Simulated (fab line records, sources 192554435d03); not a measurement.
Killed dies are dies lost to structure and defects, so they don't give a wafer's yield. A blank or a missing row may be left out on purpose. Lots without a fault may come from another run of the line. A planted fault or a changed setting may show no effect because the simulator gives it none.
Which tool did it? | flow n5_finfet | 12 lots, 36 wafers sampled, at 4 steps of a route of 1938

WHAT THE GAUGES READ, wafer by wafer
N5_BEOL_M6_CD_MEAS_35: target cd 40 nm, target cd y 28 nm.
lot  | measured     | on        | cd_nm (nm)
L074 | day 9 13:23  | cd_sem-02 | 40.1 40.1 40.5
L077 | day 10 04:53 | cd_sem-02 | 40.4 39.4 40.0
L081 | day 10 18:05 | cd_sem-01 | 40.6 39.9 39.5
L080 | day 11 12:23 | cd_sem-01 | 40.3 40.0 40.0
L084 | day 11 16:23 | cd_sem-03 | 40.4 39.3 39.4
L085 | day 12 02:59 | cd_sem-03 | 40.2 40.6 40.2
L087 | day 12 20:02 | cd_sem-03 | 40.8 41.0 41.1
L088 | day 13 02:05 | cd_sem-02 | 40.2 39.8 39.8
L091 | day 13 13:16 | cd_sem-02 | 40.3 39.8 40.2
L093 | day 13 16:20 | cd_sem-01 | 39.8 40.7 40.5
L095 | day 14 19:31 | cd_sem-01 | 39.6 40.6 40.8
L096 | day 15 03:25 | cd_sem-01 | 40.4 41.2 40.3

WHICH TOOL RAN EACH LOT (tool, then ch and the chambers of the sampled wafers, then the start)
lot  | N5_BEOL_M5_ANNEAL_49         | N5_BEOL_M6_PECVD_70             | N5_BEOL_M6_TRENCH_ETCH_37
L074 | pvd_sputter-01, day 9 03:10  | pecvd-02 ch 1,2, day 9 09:10    | rie_diel-02 ch 0,1,2, day 9 13:23 or earlier
L077 | pvd_sputter-01, day 9 16:23  | pecvd-02 ch 0,2, day 9 22:23    | rie_diel-05 ch 1,2, day 10 04:53 or earlier
L081 | pvd_sputter-02, day 10 08:59 | pecvd-02 ch 0,2, day 10 15:03   | rie_diel-05 ch 0,1,2, day 10 18:05 or earlier
L080 | pvd_sputter-01, day 11 00:29 | pecvd-02 ch 1,2, day 11 06:29   | rie_diel-01 ch 0,2,3, day 11 12:23 or earlier
L084 | pvd_sputter-01, day 11 05:16 | pecvd-03 ch 0,1,2, day 11 11:44 | rie_diel-02 ch 0,1,2, day 11 16:23 or earlier
L085 | pvd_sputter-01, day 11 15:41 | pecvd-02 ch 0,1,2, day 11 21:41 | rie_diel-05 ch 1,2,3, day 12 02:59 or earlier
L087 | pvd_sputter-02, day 12 07:47 | pecvd-02 ch 0,1,2, day 12 14:05 | rie_diel-01 ch 0,3, day 12 20:02 or earlier
L088 | pvd_sputter-02, day 12 16:06 | pecvd-02 ch 0,2, day 12 22:08   | rie_diel-02 ch 0,3, day 13 02:05 or earlier
L091 | pvd_sputter-01, day 13 00:28 | pecvd-04 ch 1,2, day 13 06:33   | rie_diel-02 ch 0,3, day 13 13:16 or earlier
L093 | pvd_sputter-02, day 13 04:53 | pecvd-04 ch 0,1,2, day 13 10:55 | rie_diel-02 ch 0,2,3, day 13 16:20 or earlier
L095 | pvd_sputter-02, day 14 05:26 | pecvd-03 ch 0,1, day 14 12:26   | rie_diel-01 ch 0,1, day 14 19:31 or earlier
L096 | pvd_sputter-03, day 14 13:10 | pecvd-02 ch 1,2, day 14 20:29   | rie_diel-02 ch 1, day 15 03:25 or earlier
- N5_BEOL_M5_ANNEAL_49: time 1800 s.
- N5_BEOL_M6_PECVD_70: deposits SiO2 from TEOS/O2, target thk 20 nm, time 22.7 s.
- N5_BEOL_M6_TRENCH_ETCH_37: etches SiCOH lowk in C4F6/O2, target depth 94.435 nm, time 31.5 s.

THE ANSWER, worked out from the rows above alone
Rule: what is usual is taken from the lots themselves. Put in order of their means at a reading, lots are off if they are a third of the lots or fewer, leave a main group of 4 or more, and stand apart from it by a gap of 3 or more times the standard deviation of the main group's means; of several such gaps the widest counts. A main group whose means are all the same, to the digits that the tables above print for the reading, isn't used. A lot without any number at a reading at which 4 lots or more have one is off too. The other lots that the step has rows for count as sound.
No lot is off at any reading shown: from this, nothing can be told.

WHAT THE SIMULATOR HAD PUT IN
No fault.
